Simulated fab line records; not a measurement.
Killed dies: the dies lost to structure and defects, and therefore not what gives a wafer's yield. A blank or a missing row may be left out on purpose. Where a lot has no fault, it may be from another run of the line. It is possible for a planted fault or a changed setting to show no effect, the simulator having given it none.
Split-lot experiment + flow n5 finfet + on a route of 1938 steps: 7 lots, 21 wafers read

## ON THE SPLIT
At N5_BEOL_M12_COAT_04 (resist thk 400 nm), the setting spin rpm was moved away from the recipe's 1625 rpm on 6 of the 21 wafers read, by -10.3% to +7.3%. For the rest of the wafers, this setting stayed at what the recipe calls for.

## FROM THE SPLIT TO THE READING: what the file shows between them, 6 steps
- N5_BEOL_M12_PEB_08: peb time 90 s (also split here: peb time s)
- N5_BEOL_M12_DEVELOP_09: develop time 45 s
- N5_BEOL_M12_HARDBAKE_14: time 120 s
- N5_BEOL_M12_CD_MEAS_10: target cd 140 nm
- N5_BEOL_M12_DESCUM_15: chemistry O2, time 7.9 s
- N5_BEOL_M12_ETCH_59: etches BARC in N2/H2, target depth 89 nm, overetch 26.7 nm, time 67.9 s

## THE READING
coat_of_BEOL_M12_COAT_04.thk nm (the simulator's own value, which no gauge read), in nm, at N5_BEOL_M12_VIA_ETCH_16 (etches SiOC in C4F8/O2/Ar, target depth 724.8 nm). The file gives no usual value for it. The 15 wafers here that ran the recipe average 121.6 nm, standard deviation 2.2 nm.

| wafer  | tool, chamber at the split | spin rpm as run, rpm | against the recipe | coat_of_BEOL_M12_COAT_04.thk nm, nm | against lot-mates on the recipe |
|--------|----------------------------|----------------------|--------------------|-------------------------------------|---------------------------------|
| L077.1 | litho track-04, 0          | 1743                 | +7.3%              | 116.6                               | -7.8                            |
| L077.4 | litho track-04, 0          | 1743                 | +7.3%              | 107.6                               | -16.8                           |
| L077.6 | litho track-04, 0          | 1625                 | recipe             | 124.4                               | -                               |
| L079.2 | litho track-04, 0          | 1625                 | recipe             | 123                                 | -                               |
| L079.4 | litho track-04, 0          | 1625                 | recipe             | 120.4                               | -                               |
| L079.5 | litho track-04, 0          | 1625                 | recipe             | 124.4                               | -                               |
| L088.1 | litho track-05, 0          | 1625                 | recipe             | 120.2                               | -                               |
| L088.5 | litho track-05, 0          | 1625                 | recipe             | 124.4                               | -                               |
| L088.6 | litho track-05, 0          | 1625                 | recipe             | 119.8                               | -                               |
| L095.2 | litho track-03, 0          | 1458                 | -10.3%             | 146.6                               | +27.1                           |
| L095.5 | litho track-03, 0          | 1625                 | recipe             | 121.6                               | -                               |
| L095.6 | litho track-03, 0          | 1625                 | recipe             | 117.4                               | -                               |
| L094.1 | litho track-03, 0          | 1625                 | recipe             | 124.8                               | -                               |
| L094.3 | litho track-03, 0          | 1625                 | recipe             | 119.8                               | -                               |
| L094.4 | litho track-03, 0          | 1625                 | recipe             | 120.2                               | -                               |
| L089.1 | litho track-04, 0          | 1729                 | +6.4%              | 107.2                               | -13.7                           |
| L089.2 | litho track-04, 0          | 1625                 | recipe             | 122.4                               | -                               |
| L089.6 | litho track-04, 0          | 1625                 | recipe             | 119.4                               | -                               |
| L092.1 | litho track-04, 0          | 1625                 | recipe             | 121.4                               | -                               |
| L092.2 | litho track-04, 0          | 1722                 | +6.0%              | 109.2                               | -12.2                           |
| L092.4 | litho track-04, 0          | 1722                 | +6.0%              | 104.2                               | -17.2                           |

THE FIT
A straight line over all 21 wafers: coat_of_BEOL_M12_COAT_04.thk nm changes by -2.08 nm for each +1% of spin rpm; r = -0.93; the points scatter about the line by 3.3 nm.
The same after taking each lot's own level away (the mean of its wafers on the recipe; 21 wafers): -2.26 nm for each +1%; r = -0.95; scatter 2.8 nm.
The reading moves by 23 nm for the largest change in spin rpm, on that fit.
The lots' own levels span 119.50 to 124.40 nm, that is 2.3 times the standard deviation above.
The two slopes are in agreement: the lot-to-lot level therefore moves the slope only a little.
Check: for one of the wafers moved furthest among these (-10.3%), held out of the fit, the line's prediction against its lot-mates is +20.7 nm. Against them it came out at +27.1 nm.

## OTHER SPLITS APPLIED TO THESE WAFERS
Other splits were also applied to these wafers ahead of the reading. Each is held against what the fit with the lots' levels taken away leaves over:
| other split on the same wafers   | wafers away from the commonest value | r with coat_of_BEOL_M12_COAT_04.thk nm (lot level and that fit taken away) |
|----------------------------------|--------------------------------------|----------------------------------------------------------------------------|
| N5_BEOL_M9_TRENCH_ETCH_37 bias w | 10                                   | -0.36                                                                      |
| N5_BEOL_M10_EXPOSE_25 dose mj    | 6                                    | +0.13                                                                      |
| N5_BEOL_M12_PEB_08 peb time s    | 11                                   | -0.02                                                                      |

## THE WHOLE CHAIN: every reading that the file lists as answering this split, in the file's order
| step                    | what it does                                                            | reading                                                                          | change (the file's fit)              | r (the file's) |
|-------------------------|-------------------------------------------------------------------------|----------------------------------------------------------------------------------|--------------------------------------|----------------|
| N5_BEOL_M12_COAT_04     | resist thk 400 nm                                                       | coat_of_BEOL_M12_COAT_04.thk nm (the simulator's own value, which no gauge read) | -2.04 nm for each +1% of the setting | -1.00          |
| N5_BEOL_M12_ETCH_59     | etches BARC in N2/H2, target depth 89 nm, overetch 26.7 nm, time 67.9 s | coat_of_BEOL_M12_COAT_04.thk nm (the simulator's own value, which no gauge read) | -2.1 nm for each +1% of the setting  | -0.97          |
| N5_BEOL_M12_VIA_ETCH_16 | etches SiOC in C4F8/O2/Ar, target depth 724.8 nm                        | coat_of_BEOL_M12_COAT_04.thk nm (the simulator's own value, which no gauge read) | -2.31 nm for each +1% of the setting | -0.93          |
| N5_BEOL_M12_STRIP_63    | strips in N2/H2                                                         | strip time to endpoint s                                                         | withheld for each +1% of the setting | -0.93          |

## THE FILE'S OWN FIT
coat_of_BEOL_M12_COAT_04.thk nm changes by -2.31 nm for each +1% of spin rpm, r = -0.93.
